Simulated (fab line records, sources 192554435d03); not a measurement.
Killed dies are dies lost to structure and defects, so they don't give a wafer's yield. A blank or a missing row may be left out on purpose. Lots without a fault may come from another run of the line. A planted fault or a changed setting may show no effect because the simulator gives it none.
Which tool did it? | flow n5_finfet | 24 lots, 72 wafers sampled, at 6 steps of a route of 1938

WHAT THE GAUGES READ, wafer by wafer
N5_BEOL_M2_THK_MEAS_53: measures by xrf. Usual: M2_THK 40.2 nm, standard deviation 1.5.
lot  | measured     | on            | M2_THK (nm)    | flag
L074 | day 6 19:49  | film_metro-01 | 42.4 39.1 41.7 |
L075 | day 7 07:35  | film_metro-02 | 41.0 39.9 39.8 |
L076 | day 7 09:06  | film_metro-01 | 41.2 41.7 42.3 |
L077 | day 7 14:45  | film_metro-02 | 41.2 40.4 41.2 |
L078 | day 8 00:50  | film_metro-02 | 41.8 41.0 41.0 |
L079 | day 8 04:39  | film_metro-02 | 38.7 41.0 39.6 |
L080 | day 8 17:43  | film_metro-02 | 38.9 37.3 39.7 |
L081 | day 8 20:25  | film_metro-01 | 41.9 43.8 43.6 |
L082 | day 8 23:20  | film_metro-02 | 38.7 39.3 41.0 |
L083 | day 9 04:23  | film_metro-02 | 40.4 42.5 40.1 |
L084 | day 9 16:10  | film_metro-02 | 38.3 38.2 39.3 |
L085 | day 9 23:02  | film_metro-01 | 39.6 41.3 39.9 |
L086 | day 10 04:54 | film_metro-01 | 39.6 38.4 38.8 |
L087 | day 10 15:23 | film_metro-02 | 40.4 43.0 41.3 |
L088 | day 10 19:00 | film_metro-01 | 39.4 40.6 41.6 |
L089 | day 10 19:13 | film_metro-02 | 37.8 39.9 39.2 |
L090 | day 10 22:43 | film_metro-01 | 40.0 39.2 39.2 |
L091 | day 11 02:37 | film_metro-02 | 38.9 39.3 39.2 |
L092 | day 11 14:43 | film_metro-01 | 40.5 39.1 38.7 |
L093 | day 11 17:41 | film_metro-01 | 41.6 41.7 42.2 |
L094 | day 12 07:58 | film_metro-02 | 40.5 41.1 40.8 |
L095 | day 12 08:08 | film_metro-02 | 40.3 39.9 38.5 |
L096 | day 12 09:49 | film_metro-02 | 37.5 35.7 38.1 |
L097 | day 12 20:53 | film_metro-01 | 40.6 40.5 40.4 |

N5_BEOL_M3_OVL_MEAS_12. Usual: M3_OVL -0.7 nm, standard deviation 0.67.
lot  | measured     | on         | M3_OVL (nm)    | flag
L074 | day 6 22:49  | overlay-01 | -1.0 -0.4 -0.2 |
L075 | day 7 08:29  | overlay-01 | -0.6 -0.8 -1.0 |
L076 | day 7 10:00  | overlay-02 | 1.2 -1.4 -0.1  |
L077 | day 7 16:52  | overlay-02 | -0.8 -0.6 -0.9 |
L078 | day 8 01:55  | overlay-02 | -1.7 -2.3 -1.2 |
L079 | day 8 08:08  | overlay-01 | -0.4 -1.7 -1.0 |
L080 | day 8 18:55  | overlay-02 | -0.3 -1.3 0.0  |
L081 | day 8 23:28  | overlay-01 | 0.3 -0.9 -0.2  |
L082 | day 9 01:04  | overlay-02 | -0.7 0.0 -0.1  |
L083 | day 9 05:22  | overlay-02 | -1.6 0.0 -0.9  |
L084 | day 9 17:52  | overlay-02 | -2.1 -1.0 -1.4 |
L085 | day 10 00:46 | overlay-01 | -1.8 -0.6 -0.3 |
L086 | day 10 06:10 | overlay-02 | -0.3 -1.4 -0.9 |
L087 | day 10 17:10 | overlay-01 | -0.4 0.4 -1.4  |
L088 | day 10 22:15 | overlay-01 | -1.3 -0.2 -1.2 |
L089 | day 10 22:25 | overlay-01 | -2.1 0.2 -0.2  |
L090 | day 11 00:53 | overlay-02 | 0.1 -0.5 -1.4  |
L091 | day 11 05:25 | overlay-02 | -0.7 -0.7 0.2  |
L092 | day 11 15:52 | overlay-02 | -0.8 -1.1 -0.9 |
L093 | day 11 18:38 | overlay-02 | -0.6 -1.1 -2.0 |
L094 | day 12 09:36 | overlay-02 | -0.5 -0.5 -0.5 |
L095 | day 12 09:45 | overlay-01 | 0.5 0.3 0.8    |
L096 | day 12 12:34 | overlay-02 | -1.4 -0.8 -1.0 |
L097 | day 13 00:19 | overlay-01 | -0.8 -0.7 -1.1 |

WHICH TOOL RAN EACH LOT (tool, then ch and the chambers of the sampled wafers, then the start)
lot  | N5_BEOL_M2_ANNEAL_82         | N5_BEOL_M2_SPUTTER_88        | N5_BEOL_M2_SPUTTER_90        | N5_BEOL_M2_CMP_52
L074 | pvd_sputter-01, day 6 16:36  | pvd_sputter-01, day 6 16:58  | pvd_sputter-01, day 6 17:11  | cmp-01 ch 0,2,3, day 6 19:38
L075 | pvd_sputter-01, day 7 03:19  | pvd_sputter-01, day 7 03:41  | pvd_sputter-01, day 7 03:54  | cmp-01 ch 0,1,3, day 7 07:19
L076 | pvd_sputter-02, day 7 05:19  | pvd_sputter-02, day 7 05:41  | pvd_sputter-02, day 7 05:54  | cmp-03 ch 1,2,3, day 7 08:48
L077 | pvd_sputter-02, day 7 10:31  | pvd_sputter-02, day 7 10:53  | pvd_sputter-02, day 7 11:06  | cmp-03 ch 2,3, day 7 14:27
L078 | pvd_sputter-01, day 7 21:26  | pvd_sputter-01, day 7 21:47  | pvd_sputter-01, day 7 22:01  | cmp-04 ch 1,2,3, day 8 00:35
L079 | pvd_sputter-01, day 8 02:37  | pvd_sputter-01, day 8 02:59  | pvd_sputter-01, day 8 03:12  | cmp-03 ch 0,3, day 8 04:21
L080 | pvd_sputter-02, day 8 15:37  | pvd_sputter-02, day 8 15:59  | pvd_sputter-02, day 8 16:12  | cmp-03 ch 0,1,3, day 8 17:28
L081 | pvd_sputter-03, day 8 18:23  | pvd_sputter-03, day 8 18:45  | pvd_sputter-03, day 8 18:58  | cmp-01 ch 0,2,3, day 8 20:14
L082 | pvd_sputter-01, day 8 21:19  | pvd_sputter-01, day 8 21:40  | pvd_sputter-01, day 8 21:53  | cmp-03 ch 1,2,3, day 8 23:05
L083 | pvd_sputter-03, day 9 02:21  | pvd_sputter-03, day 9 02:43  | pvd_sputter-03, day 9 02:56  | cmp-03 ch 0,3, day 9 04:05
L084 | pvd_sputter-03, day 9 13:52  | pvd_sputter-03, day 9 14:14  | pvd_sputter-03, day 9 14:27  | cmp-01 ch 1,2, day 9 15:52
L085 | pvd_sputter-03, day 9 21:00  | pvd_sputter-03, day 9 21:22  | pvd_sputter-03, day 9 21:35  | cmp-04 ch 0,1,2, day 9 22:46
L086 | pvd_sputter-02, day 10 02:43 | pvd_sputter-02, day 10 03:04 | pvd_sputter-02, day 10 03:17 | cmp-01 ch 0,1, day 10 04:36
L087 | pvd_sputter-03, day 10 13:22 | pvd_sputter-03, day 10 13:43 | pvd_sputter-03, day 10 13:56 | cmp-01 ch 0,2,3, day 10 15:08
L088 | pvd_sputter-02, day 10 16:58 | pvd_sputter-02, day 10 17:20 | pvd_sputter-02, day 10 17:33 | cmp-03 ch 2,3, day 10 18:42
L089 | pvd_sputter-03, day 10 17:11 | pvd_sputter-03, day 10 17:32 | pvd_sputter-03, day 10 17:46 | cmp-04 ch 1,2,3, day 10 18:56
L090 | pvd_sputter-01, day 10 20:20 | pvd_sputter-01, day 10 20:41 | pvd_sputter-01, day 10 20:55 | cmp-04 ch 0,2, day 10 22:27
L091 | pvd_sputter-01, day 10 23:34 | pvd_sputter-01, day 10 23:56 | pvd_sputter-01, day 11 00:09 | cmp-03 ch 1,2,3, day 11 02:19
L092 | pvd_sputter-01, day 11 12:41 | pvd_sputter-01, day 11 13:03 | pvd_sputter-01, day 11 13:16 | cmp-04 ch 0,1,2, day 11 14:25
L093 | pvd_sputter-02, day 11 15:40 | pvd_sputter-02, day 11 16:02 | pvd_sputter-02, day 11 16:15 | cmp-01 ch 1,3, day 11 17:24
L094 | pvd_sputter-03, day 12 05:57 | pvd_sputter-03, day 12 06:19 | pvd_sputter-03, day 12 06:32 | cmp-01 ch 1,2, day 12 07:41
L095 | pvd_sputter-01, day 12 05:58 | pvd_sputter-01, day 12 06:19 | pvd_sputter-01, day 12 06:32 | cmp-03 ch 0,1,3, day 12 07:55
L096 | pvd_sputter-01, day 12 07:48 | pvd_sputter-01, day 12 08:10 | pvd_sputter-01, day 12 08:23 | cmp-04 ch 0,1,3, day 12 09:34
L097 | pvd_sputter-03, day 12 18:50 | pvd_sputter-03, day 12 19:11 | pvd_sputter-03, day 12 19:25 | cmp-03 ch 0,1,2, day 12 20:37
- N5_BEOL_M2_ANNEAL_82: time 240 s.
- N5_BEOL_M2_SPUTTER_88: material Cu, target thk 4.5 nm, time 8.29 s.
- N5_BEOL_M2_SPUTTER_90: material Cu, target thk 4.5 nm, time 8.29 s.
- N5_BEOL_M2_CMP_52: polishes, stops on SiOC, t overpolish 6.8 s, target thk 40 nm.

WHAT THE TOOLS THEMSELVES READ (means of the sampled wafers that have a number; where no wafer has one, the mark that the record gives instead)
N5_BEOL_M2_ANNEAL_82. Usual: heater_power_w 842 W, standard deviation 89.
lot  | tool           | heater_power_w (W) | flag
L074 | pvd_sputter-01 | 917                |
L075 | pvd_sputter-01 | 939                |
L076 | pvd_sputter-02 | 876                |
L077 | pvd_sputter-02 | 873                |
L078 | pvd_sputter-01 | 904                |
L079 | pvd_sputter-01 | 857                |
L080 | pvd_sputter-02 | 861                |
L081 | pvd_sputter-03 | 811                |
L082 | pvd_sputter-01 | 931                |
L083 | pvd_sputter-03 | 825                |
L084 | pvd_sputter-03 | 767                |
L085 | pvd_sputter-03 | 807                |
L086 | pvd_sputter-02 | 859                |
L087 | pvd_sputter-03 | 786                |
L088 | pvd_sputter-02 | 834                |
L089 | pvd_sputter-03 | 758                |
L090 | pvd_sputter-01 | 859                |
L091 | pvd_sputter-01 | 880                |
L092 | pvd_sputter-01 | 913                |
L093 | pvd_sputter-02 | 917                |
L094 | pvd_sputter-03 | 752                |
L095 | pvd_sputter-01 | 911                |
L096 | pvd_sputter-01 | 938                |
L097 | pvd_sputter-03 | 850                |

N5_BEOL_M2_SPUTTER_88. Usual: throttle_valve_pct 30.3 %, standard deviation 1.1.
lot  | tool           | throttle_valve_pct (%) | flag
L074 | pvd_sputter-01 | 30.6                   |
L075 | pvd_sputter-01 | 31.4                   |
L076 | pvd_sputter-02 | 29.8                   |
L077 | pvd_sputter-02 | 29.6                   |
L078 | pvd_sputter-01 | 31.3                   |
L079 | pvd_sputter-01 | 31.4                   |
L080 | pvd_sputter-02 | 29.9                   |
L081 | pvd_sputter-03 | 29.8                   |
L082 | pvd_sputter-01 | 30.7                   |
L083 | pvd_sputter-03 | 29.4                   |
L084 | pvd_sputter-03 | 30.1                   |
L085 | pvd_sputter-03 | 29.8                   |
L086 | pvd_sputter-02 | 29.8                   |
L087 | pvd_sputter-03 | 29.6                   |
L088 | pvd_sputter-02 | 29.7                   |
L089 | pvd_sputter-03 | 30.3                   |
L090 | pvd_sputter-01 | 32.0                   |
L091 | pvd_sputter-01 | 30.6                   |
L092 | pvd_sputter-01 | 31.5                   |
L093 | pvd_sputter-02 | 30.2                   |
L094 | pvd_sputter-03 | 30.1                   |
L095 | pvd_sputter-01 | 30.5                   |
L096 | pvd_sputter-01 | 30.7                   |
L097 | pvd_sputter-03 | 29.6                   |

N5_BEOL_M2_SPUTTER_90. Usual: throttle_valve_pct 30.3 %, standard deviation 1.1.
lot  | tool           | throttle_valve_pct (%) | flag
L074 | pvd_sputter-01 | 30.6                   |
L075 | pvd_sputter-01 | 31.4                   |
L076 | pvd_sputter-02 | 29.8                   |
L077 | pvd_sputter-02 | 29.8                   |
L078 | pvd_sputter-01 | 31.2                   |
L079 | pvd_sputter-01 | 31.3                   |
L080 | pvd_sputter-02 | 29.7                   |
L081 | pvd_sputter-03 | 29.9                   |
L082 | pvd_sputter-01 | 30.7                   |
L083 | pvd_sputter-03 | 29.4                   |
L084 | pvd_sputter-03 | 30.1                   |
L085 | pvd_sputter-03 | 29.8                   |
L086 | pvd_sputter-02 | 29.9                   |
L087 | pvd_sputter-03 | 29.6                   |
L088 | pvd_sputter-02 | 29.5                   |
L089 | pvd_sputter-03 | 30.4                   |
L090 | pvd_sputter-01 | 32.0                   |
L091 | pvd_sputter-01 | 30.8                   |
L092 | pvd_sputter-01 | 31.4                   |
L093 | pvd_sputter-02 | 30.2                   |
L094 | pvd_sputter-03 | 30.1                   |
L095 | pvd_sputter-01 | 30.4                   |
L096 | pvd_sputter-01 | 30.5                   |
L097 | pvd_sputter-03 | 29.5                   |

N5_BEOL_M2_CMP_52. Usual: barrier_field_endpoint_s 24.5 s, standard deviation 0.71; motor_current_A 5.8 A, standard deviation 0.74; overpolish_run_s 6.799 s, standard deviation 0.0088; time_to_endpoint_s 61 s, standard deviation 3.9.
lot  | tool   | barrier_field_endpoint_s (s) | motor_current_A (A) | overpolish_run_s (s) | time_to_endpoint_s (s) | flag
L074 | cmp-01 | 24.2                         | 5.5                 | 6.797                | 63                     |
L075 | cmp-01 | 25.3                         | 6.0                 | 6.796                | 63                     |
L076 | cmp-03 | 24.6                         | 5.7                 | 6.804                | 61                     |
L077 | cmp-03 | 24.9                         | 5.5                 | 6.803                | 64                     |
L078 | cmp-04 | 23.4                         | 6.6                 | 6.802                | 58                     |
L079 | cmp-03 | 23.7                         | 4.8                 | 6.801                | 59                     |
L080 | cmp-03 | 24.4                         | 5.4                 | 6.791                | 60                     |
L081 | cmp-01 | 24.6                         | 5.5                 | 6.795                | 66                     |
L082 | cmp-03 | 23.9                         | 5.7                 | 6.801                | 57                     |
L083 | cmp-03 | 24.6                         | 4.9                 | 6.798                | 59                     |
L084 | cmp-01 | 25.4                         | 6.3                 | 6.799                | 68                     |
L085 | cmp-04 | 23.9                         | 6.3                 | 6.808                | 60                     |
L086 | cmp-01 | 24.9                         | 6.1                 | 6.795                | 64                     |
L087 | cmp-01 | 25.9                         | 5.6                 | 6.810                | 67                     |
L088 | cmp-03 | 24.7                         | 5.3                 | 6.792                | 58                     |
L089 | cmp-04 | 23.9                         | 6.6                 | 6.807                | 57                     |
L090 | cmp-04 | 24.3                         | 6.6                 | 6.804                | 57                     |
L091 | cmp-03 | 24.7                         | 5.8                 | 6.795                | 62                     |
L092 | cmp-04 | 24.2                         | 6.3                 | 6.799                | 59                     |
L093 | cmp-01 | 25.0                         | 5.8                 | 6.803                | 64                     |
L094 | cmp-01 | 25.0                         | 6.4                 | 6.807                | 63                     |
L095 | cmp-03 | 24.4                         | 5.4                 | 6.799                | 60                     |
L096 | cmp-04 | 24.3                         | 5.7                 | 6.802                | 57                     |
L097 | cmp-03 | 24.7                         | 5.9                 | 6.787                | 63                     |

THE ANSWER, worked out from the rows above alone
Rule: a lot is off if the mean of its wafers that have a number lies more than 3 standard deviations from the usual mean. A lot without any number at a reading at which 4 lots or more have one is off too. The other lots that the step has rows for count as sound. The gauges are gone through in route order, then the tools' own readings, and for those a lot's mean is taken as printed above. The first step at which some lot is off is used, and at that step the reading that is off furthest; a lot without a number counts as furthest.
No lot is off at any reading shown: from this, nothing can be told.

WHAT THE SIMULATOR HAD PUT IN
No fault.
